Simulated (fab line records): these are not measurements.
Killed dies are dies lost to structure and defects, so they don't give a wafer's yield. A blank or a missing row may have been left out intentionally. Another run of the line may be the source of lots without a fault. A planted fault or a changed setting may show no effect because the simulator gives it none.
The tool behind it: which one? || flow n5-finfet || Sampling: 11 lots, 33 wafers, 3 of 1938 route steps

WHAT EACH GAUGE READ, for each wafer
N5_FIN_SAQP_THK_MEAS_07.
{"lot": "L130", "measured": "day 2 10:27", "on": "film-metro-02", "thk-nm (nm)": "59.7 59.9 59.8"}
{"lot": "L131", "measured": "day 2 17:41", "on": "film-metro-01", "thk-nm (nm)": "59.8 60.6 60.6"}
{"lot": "L132", "measured": "day 2 21:10", "on": "film-metro-01", "thk-nm (nm)": "59.6 60.5 60.2"}
{"lot": "L134", "measured": "day 3 09:27", "on": "film-metro-01", "thk-nm (nm)": "58.9 59.3 60.4"}
{"lot": "L138", "measured": "day 4 09:25", "on": "film-metro-02", "thk-nm (nm)": "59.6 60.2 59.7"}
{"lot": "L139", "measured": "day 4 16:07", "on": "film-metro-01", "thk-nm (nm)": "58.9 60.2 59.8"}
{"lot": "L142", "measured": "day 5 09:28", "on": "film-metro-02", "thk-nm (nm)": "60.0 60.9 60.6"}
{"lot": "L146", "measured": "day 6 08:47", "on": "film-metro-02", "thk-nm (nm)": "58.2 58.9 59.7"}
{"lot": "L148", "measured": "day 6 21:53", "on": "film-metro-02", "thk-nm (nm)": "58.3 60.4 61.2"}
{"lot": "L150", "measured": "day 7 12:37", "on": "film-metro-01", "thk-nm (nm)": "60.3 60.4 61.0"}
{"lot": "L151", "measured": "day 7 16:28", "on": "film-metro-02", "thk-nm (nm)": "58.5 58.6 59.4"}

WHICH TOOL RAN EACH LOT (tool, then ch and the chambers of the sampled wafers, then the start)
{"lot": "L130", "N5_FIN_SAQP_ALD_61": "ald-sin-03 ch 1,2, day 2 09:44", "N5_FIN_SAQP_PECVD_47": "pecvd-01 ch 0,1,2, day 2 10:17"}
{"lot": "L131", "N5_FIN_SAQP_ALD_61": "ald-sin-02 ch 1,2,3, day 2 16:54", "N5_FIN_SAQP_PECVD_47": "pecvd-03 ch 1,2, day 2 17:30"}
{"lot": "L132", "N5_FIN_SAQP_ALD_61": "ald-sin-04 ch 1,3, day 2 20:24", "N5_FIN_SAQP_PECVD_47": "pecvd-01 ch 0,1, day 2 20:56"}
{"lot": "L134", "N5_FIN_SAQP_ALD_61": "ald-sin-04 ch 0,2,3, day 3 08:38", "N5_FIN_SAQP_PECVD_47": "pecvd-01 ch 0,1, day 3 09:13"}
{"lot": "L138", "N5_FIN_SAQP_ALD_61": "ald-sin-02 ch 1,2,3, day 4 08:42", "N5_FIN_SAQP_PECVD_47": "pecvd-04 ch 0,1,2, day 4 09:14"}
{"lot": "L139", "N5_FIN_SAQP_ALD_61": "ald-sin-02 ch 0,1, day 4 15:15", "N5_FIN_SAQP_PECVD_47": "pecvd-01 ch 1,2, day 4 15:52"}
{"lot": "L142", "N5_FIN_SAQP_ALD_61": "ald-sin-04 ch 1,2,3, day 5 08:41", "N5_FIN_SAQP_PECVD_47": "pecvd-01 ch 1,2, day 5 09:14"}
{"lot": "L146", "N5_FIN_SAQP_ALD_61": "ald-sin-04 ch 0,1,3, day 6 08:05", "N5_FIN_SAQP_PECVD_47": "pecvd-01 ch 0,1,2, day 6 08:37"}
{"lot": "L148", "N5_FIN_SAQP_ALD_61": "ald-sin-04 ch 0,1,3, day 6 21:10", "N5_FIN_SAQP_PECVD_47": "pecvd-01 ch 0,2, day 6 21:43"}
{"lot": "L150", "N5_FIN_SAQP_ALD_61": "ald-sin-04 ch 0,1, day 7 11:53", "N5_FIN_SAQP_PECVD_47": "pecvd-04 ch 1,2, day 7 12:26"}
{"lot": "L151", "N5_FIN_SAQP_ALD_61": "ald-sin-03 ch 0,1,2, day 7 15:46", "N5_FIN_SAQP_PECVD_47": "pecvd-01 ch 1,2, day 7 16:18"}
- N5_FIN_SAQP_ALD_61: deposits SiO2, target thk 4 nm, pulse time 1 s, purge time 2 s.
- N5_FIN_SAQP_PECVD_47: deposits a-Si from SiH4/He, target thk 45 nm, time 36.3 s.

THE ANSWER, worked out from the rows above alone
Rule: what is usual is taken from the lots themselves. The widest of any qualifying gaps counts: lots, ordered by their means at a reading, are off when they make up no more than a third of the lots, leave a main group of 4 or more, and stand apart from it by 3 or more times the standard deviation of that group's means. Not used: any main group whose means are identical at the precision the tables above print for the reading. Also off: a lot with no number at a reading for which 4 or more lots have one. Where the step has rows for the other lots, those lots are counted as sound.
No lot is off at any reading shown: from this, nothing can be told.

WHAT THE SIMULATOR PUT IN
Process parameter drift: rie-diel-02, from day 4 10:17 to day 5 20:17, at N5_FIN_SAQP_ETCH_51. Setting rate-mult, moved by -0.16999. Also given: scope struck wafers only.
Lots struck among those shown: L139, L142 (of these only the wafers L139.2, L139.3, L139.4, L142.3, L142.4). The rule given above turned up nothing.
